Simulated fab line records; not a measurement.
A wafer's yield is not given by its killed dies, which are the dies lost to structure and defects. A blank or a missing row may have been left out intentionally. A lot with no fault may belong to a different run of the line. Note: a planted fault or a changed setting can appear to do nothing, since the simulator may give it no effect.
Chamber matching ; flow n5Finfet ; cmp-02 running N5_GATE_CUT_CMP_43: 4 sister chambers
The step polishes SiO2. 18 wafers are shown with their chamber, then 9 later ones without.

WAFERS PAIRED WITH THEIR CHAMBERS
wafer;chamber;motorCurrentA (A)
L075.1;0;12.9
L075.2;2;11.9
L075.5;1;10.8
L077.1;0;12.5
L077.5;2;12.7
L077.6;3;11.6
L082.1;3;11.4
L082.2;0;12.7
L082.5;2;13.0
L084.2;0;13.0
L084.4;3;12.0
L084.6;0;12.5
L085.3;2;12.0
L085.4;0;13.9
L085.5;3;12.1
L088.1;2;12.7
L088.4;3;11.7
L088.6;2;12.5

SIGNATURES (means of the wafers above)
reading;chamber 0;chamber 1;chamber 2;chamber 3;scatter within a chamber
motorCurrentA;12.917;10.800;12.467;11.760;0.434
Rule: a wafer lies at a distance from a chamber equal to the root of the sum of squares, over the readings, of (its reading less the chamber's mean, divided by the reading's scatter). If the next closest chamber is less than 2 further off than the closest, the wafer can't be placed; otherwise it belongs to the closest. The scatter: take each reading less its chamber's mean, square it, sum over the shown wafers, divide by the number of wafers less the number of chambers, and take the root.

WAFERS WHOSE CHAMBER IS MISSING
wafer;motorCurrentA (A)
L089.1;11.2
L089.2;13.3
L089.3;11.1
L095.2;11.1
L095.3;11.6
L095.4;12.5
L092.4;12.0
L092.5;13.3
L092.6;11.0

CHAMBER TAKEN BY EACH
wafer;from the rows above;in truth
L089.1;can't be placed: 1 or 3 or 2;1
L089.2;can't be placed: 0 or 2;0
L089.3;can't be placed: 1 or 3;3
L095.2;can't be placed: 1 or 3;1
L095.3;can't be placed: 3 or 1 or 2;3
L095.4;can't be placed: 2 or 0 or 3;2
L092.4;can't be placed: 3 or 2 or 0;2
L092.5;can't be placed: 0 or 2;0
L092.6;can't be placed: 1 or 3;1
Placed correctly: 0 of 9. From these rows, 9 cannot be placed; in 9 the true chamber is one of the candidates. Wrongly placed: 0.
